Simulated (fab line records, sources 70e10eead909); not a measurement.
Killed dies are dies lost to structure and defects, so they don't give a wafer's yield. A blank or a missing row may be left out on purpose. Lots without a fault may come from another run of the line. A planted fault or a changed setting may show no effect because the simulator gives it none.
One fault seen from 3 desks | flow nand_harc | each desk has only its own numbers; what lay behind them comes last

THE DEFECT DESK
What the inspections along the route counted, lot by lot: means of the sampled wafers that have a number. A lot is out of limits, marked OUT, if its mean lies more than 4 standard deviations from the usual mean; the brackets give that distance.
Columns: A = raw_defect_count at NHARC_P_CONTACT_INSPECT_27, usual 267
lot  | first seen here | A
L549 | day 6 16:26     | 302
L550 | day 7 05:07     | 318
L555 | day 8 22:43     | 192
L556 | day 9 13:16     | 164
L557 | day 9 17:33     | 149
L558 | day 10 17:13    | 391
L560 | day 11 00:46    | 274
L561 | day 12 07:05    | 283
L568 | day 14 05:40    | 261
L569 | day 14 21:57    | 347
L570 | day 15 02:10    | 295
L571 | day 15 13:41    | 496
This desk's finding: nothing out of limits on any of the 12 lots.

THE TOOL OWNER'S DESK: litho_track-06
The tool's own readings at NHARC_P_M0_PEB_07 (peb time 65 s): means of the sampled wafers that have a number, for each lot that ran on this tool. A lot is out of limits, marked OUT, if its mean lies more than 4 standard deviations from the usual mean; the brackets give that distance.
Columns: A = heater_power_total_W at NHARC_P_M0_PEB_07, usual 156.7 W; B = plate_temp_C at NHARC_P_M0_PEB_07, usual 100.01 C
lot  | first seen here | A               | B
L556 | day 9 14:05     | 157.1           | 100.07
L557 | day 9 18:25     | 157.1           | 100.06
L558 | day 10 18:02    | 156.2           | 100.05
L560 | day 11 01:35    | 156.5           | 100.02
L561 | day 12 07:55    | 156.4           | 99.98
L568 | day 14 06:29    | 161.5 (+11) OUT | 102.22 (+17) OUT
L569 | day 14 22:46    | 161.2 (+11) OUT | 102.25 (+17) OUT
L571 | day 15 14:23    | 161.0 (+10) OUT | 102.06 (+16) OUT
This desk's finding: out of limits on L568, L569, L571; first on L568, day 14 06:29 (heater_power_total_W at NHARC_P_M0_PEB_07). In limits: L556, L557, L558, L560, L561.

THE METROLOGY DESK
What the gauges read, lot by lot, whatever tool the lot ran on: means of the sampled wafers that have a number. A lot is out of limits, marked OUT, if its mean lies more than 4 standard deviations from the usual mean; the brackets give that distance.
Columns: A = cd_nm at NHARC_P_M0_CD_MEAS_09, usual 89.9 nm
lot  | first seen here | A
L549 | day 6 17:22     | 90.0
L550 | day 7 06:01     | 90.7
L555 | day 8 23:38     | 90.0
L556 | day 9 14:10     | 89.5
L557 | day 9 18:29     | 90.3
L558 | day 10 18:07    | 88.8
L560 | day 11 01:40    | 90.4
L561 | day 12 08:00    | 89.8
L568 | day 14 06:34    | 96.8 (+11) OUT
L569 | day 14 22:51    | 98.0 (+13) OUT
L570 | day 15 03:04    | 90.0
L571 | day 15 14:28    | 96.3 (+11) OUT
This desk's finding: out of limits on L568, L569, L571; first on L568, day 14 06:34 (cd_nm at NHARC_P_M0_CD_MEAS_09). In limits: L549, L550, L555, L556, L557, L558, L560, L561, L570.

PUT TOGETHER
The tool owner's desk could have raised an alarm at day 14 06:29, on L568, L569, L571.
The metrology desk could have raised an alarm at day 14 06:34, on L568, L569, L571.
The defect desk saw nothing out of limits.
The defect desk has L568, L569, L571 on record, within its limits.
Of the lots named, all ran NHARC_P_M0_PEB_07 on litho_track-06.

WHAT THE SIMULATOR HAD PUT IN
Process parameter drift: litho_track-06, from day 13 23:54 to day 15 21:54, at NHARC_P_M0_PEB_07. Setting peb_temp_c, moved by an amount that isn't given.
Lots struck among those shown: L568, L569, L571.
Hours from the fault's start to each desk's first reading out of limits: the tool owner's desk, 7; the metrology desk, 7.
